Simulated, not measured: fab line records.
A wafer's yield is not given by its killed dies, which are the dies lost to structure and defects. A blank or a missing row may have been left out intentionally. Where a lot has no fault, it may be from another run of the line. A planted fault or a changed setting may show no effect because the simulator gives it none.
Comparing a struck lot with a sound one	flow n5-finfet	15 out of 1938 route steps
Sound: wafers L651.3, L651.5, L651.6. Struck: wafer L663.5 (left out: L663.3, L663.6 of the same lot, which were not struck); the cause appears at the end.
Order at every step that has rows: each side's tool, ch and its chambers, its first start. Under that, the readings that differ: sound wafers	struck wafers	difference of the means	sigmas: that difference in standard deviations of wafers without a fault.
alike: readings with means less than 2 such deviations apart, plus words and numbers identical on both sides. not compared: withheld readings, readings lacking a value on some wafer, bounds such as >300 that could conceal the same value, and numbers that have no deviation in the record and whose values overlap.
Wherever a step has rows on one side only, a row that says differs or no value, or a row with sigmas, the two part there. Non-overlapping numbers with no deviation appear without sigmas and do not part them. A reading that every wafer of one side lacks parts them only if that side has two wafers or more.

N5_HKMG_FIN_DESCUM_53: chemistry O2, time 7.9 s.
  sound on rie-diel-02 ch 2,3, day 4 23:30; struck on rie-diel-02 ch 1, day 7 23:55
  alike: drypump-motor-current-A, oes-product-au, rf-vpp-V, showerhead-plenum-p-Torr, throttle-valve-pct
  not compared: rf-hours-counter-h
then, 3 steps without rows for these wafers: N5_HKMG_FIN_ETCH_54 (etches SiARC in CF4, target depth 45.5 nm, time 75.8 s); N5_HKMG_FIN_ETCH_55 (etches SOC in N2/H2, target depth 240 nm, time 300 s); N5_HKMG_FIN_STRIP_56 (strips in N2/H2).
N5_HKMG_FIN_STRIP_57: strips in CF4.
  sound on rie-diel-02 ch 2,3, day 4 23:47; struck on rie-diel-02 ch 1, day 8 00:12
reading	sound	struck	difference	sigmas
oes-product-au (a.u.)	0.90 0.89 0.82	0.76	-0.11	-2
  alike: drypump-motor-current-A, rf-vpp-V, showerhead-plenum-p-Torr, throttle-valve-pct
  not compared: rf-hours-counter-h
N5_HKMG_FIN_ETCH_58: etches SOC in N2/H2, target depth 215.8 nm, time 741 s.
  sound on rie-diel-02 ch 2,3, day 4 23:48; struck on rie-diel-02 ch 1, day 8 00:13
  alike: drypump-motor-current-A, h2-flow-sccm, n2-flow-sccm, oes-product-au, rf-vpp-V, showerhead-plenum-p-Torr, throttle-valve-pct
  not compared: rf-hours-counter-h
then, 2 steps without rows for these wafers: N5_HKMG_FIN_STRIP_93 (strips SOC in N2/H2, time 20 s); N5_HKMG_FIN_WET_ETCH_76 (etches Al2O3 in dNH4OH, stops on La2O3, target depth 2.25 nm, rinse time 30 s).
N5_HKMG_FIN_STRIP_60: strips in N2/H2, time 360 s.
  sound on plasma-asher-01 ch 0,1, day 5 00:50; struck on plasma-asher-02 ch 0, day 8 00:57
  alike: drypump-motor-current-A, h2-flow-sccm, heater-power-w, n2-flow-sccm
  not compared: rf-hours-counter-h
then, 2 steps without rows for these wafers: N5_HKMG_FIN_WET_ETCH_77 (etches La2O3 in dHCl, stops on HfO2, target depth 2 nm); N5_HKMG_FIN_WET_ETCH_78 (etches Al2O3 in dNH4OH, stops on La2O3, target depth 4.5 nm, rinse time 30 s).
N5_HKMG_FIN_ALD_79: deposits TiN, target thk 1.5 nm, pulse time 1 s, purge time 3 s.
  sound on ald-metal-02 ch 1,2,3, day 5 01:16; struck on ald-metal-03 ch 0, day 8 01:19
  alike: heater-power-w, precursor-pulse-height-rel
N5_HKMG_FIN_CVD_62: deposits a-Si from Si2H6, target thk 3 nm, time 20.8 s.
  sound on thermal-cvd-si-02 ch 0,1, day 5 01:38; struck on thermal-cvd-si-02 ch 1, day 8 01:41
reading	sound	struck	difference	sigmas
susceptor-temp-C (C)	499.99 499.80 500.20	534.95	+34.95	+99 or more
model.a-Si_of_HKMG_FIN_CVD_62.thk-nm (nm)	3 3 3	8	+5	
  alike: heater-power-w
then, 1 step without rows for these wafers: N5_HKMG_FIN_RTA_80 (time 2 s).
N5_PASSIVATION_PROBE_49:
  sound wafers here have rows in the record (prober-02, day 13 11:37); struck ones have none

WHERE THEY PART
First at N5_HKMG_FIN_STRIP_57; last, within this record, at N5_PASSIVATION_PROBE_49.

WHY: whatever the simulator had introduced
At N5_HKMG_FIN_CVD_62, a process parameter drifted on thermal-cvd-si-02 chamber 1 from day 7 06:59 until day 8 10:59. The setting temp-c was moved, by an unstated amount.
